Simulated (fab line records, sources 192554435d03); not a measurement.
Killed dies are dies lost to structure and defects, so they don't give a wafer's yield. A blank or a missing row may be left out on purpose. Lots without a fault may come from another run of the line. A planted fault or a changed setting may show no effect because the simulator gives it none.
Chamber matching | flow n5_finfet | N5_ILD0_CMP_03 on cmp-04: 4 sister chambers
The step polishes, stops on SiNx, t overpolish 1.9 s, target thk 197.38 nm. 14 wafers are shown with their chamber, then 7 later ones without.

WAFERS WITH THEIR CHAMBER
wafer  | chamber | motor_current_A (A) | platen_rpm (rpm) | time_to_endpoint_s (s)
L075.1 | 3       | 11.3                | 51.80            | 71
L075.2 | 2       | 13.1                | 51.84            | 70
L075.4 | 0       | 12.6                | 51.78            | 76
L079.4 | 3       | 10.9                | 51.75            | 74
L079.5 | 3       | 11.1                | 51.76            | 73
L079.6 | 2       | 13.4                | 51.79            | 72
L084.1 | 3       | 11.3                | 51.77            | 75
L084.2 | 1       | 13.0                | 51.77            | 80
L084.4 | 2       | 13.3                | 51.80            | 76
L085.1 | 1       | 12.9                | 51.80            | 74
L085.2 | 3       | 11.8                | 51.81            | 74
L085.4 | 2       | 13.3                | 51.80            | 73
L088.1 | 0       | 12.1                | 51.73            | 81
L088.2 | 2       | 13.6                | 51.82            | 78

SIGNATURES (means of the wafers above)
reading            | chamber 0 | chamber 1 | chamber 2 | chamber 3 | scatter within a chamber
motor_current_A    | 12.350    | 12.950    | 13.340    | 11.280    | 0.266
platen_rpm         | 51.7550   | 51.7850   | 51.8100   | 51.7780   | 0.0245
time_to_endpoint_s | 78.50     | 77.00     | 73.80     | 73.40     | 2.84
Rule: a wafer's distance from a chamber is the root of the sum, over the readings, of the square of ((its reading less the chamber's mean) divided by the reading's scatter). The wafer belongs to the nearest chamber; if the next one is less than 2 further off, it can't be placed. The scatter: the root of (the sum of the squares of (reading less its chamber's mean) over the shown wafers, divided by (wafers less chambers)).

WAFERS WITHOUT THEIR CHAMBER
wafer  | motor_current_A (A) | platen_rpm (rpm) | time_to_endpoint_s (s)
L088.3 | 13.8                | 51.84            | 81
L093.1 | 13.8                | 51.79            | 77
L093.4 | 12.4                | 51.71            | 79
L093.6 | 13.4                | 51.77            | 79
L097.3 | 13.1                | 51.79            | 77
L097.4 | 11.7                | 51.78            | 76
L097.6 | 11.1                | 51.81            | 75

WHICH CHAMBER EACH WENT THROUGH
wafer  | from the rows above     | in truth
L088.3 | can't be placed: 2 or 1 | 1
L093.1 | can't be placed: 2 or 1 | 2
L093.4 | can't be placed: 0 or 1 | 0
L093.6 | can't be placed: 1 or 2 | 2
L097.3 | can't be placed: 1 or 2 | 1
L097.4 | can't be placed: 3 or 0 | 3
L097.6 | 3                       | 3
Placed correctly: 1 of 7. Can't be placed from these rows: 6 (the true chamber is among the candidates in 6). Placed wrongly: 0.
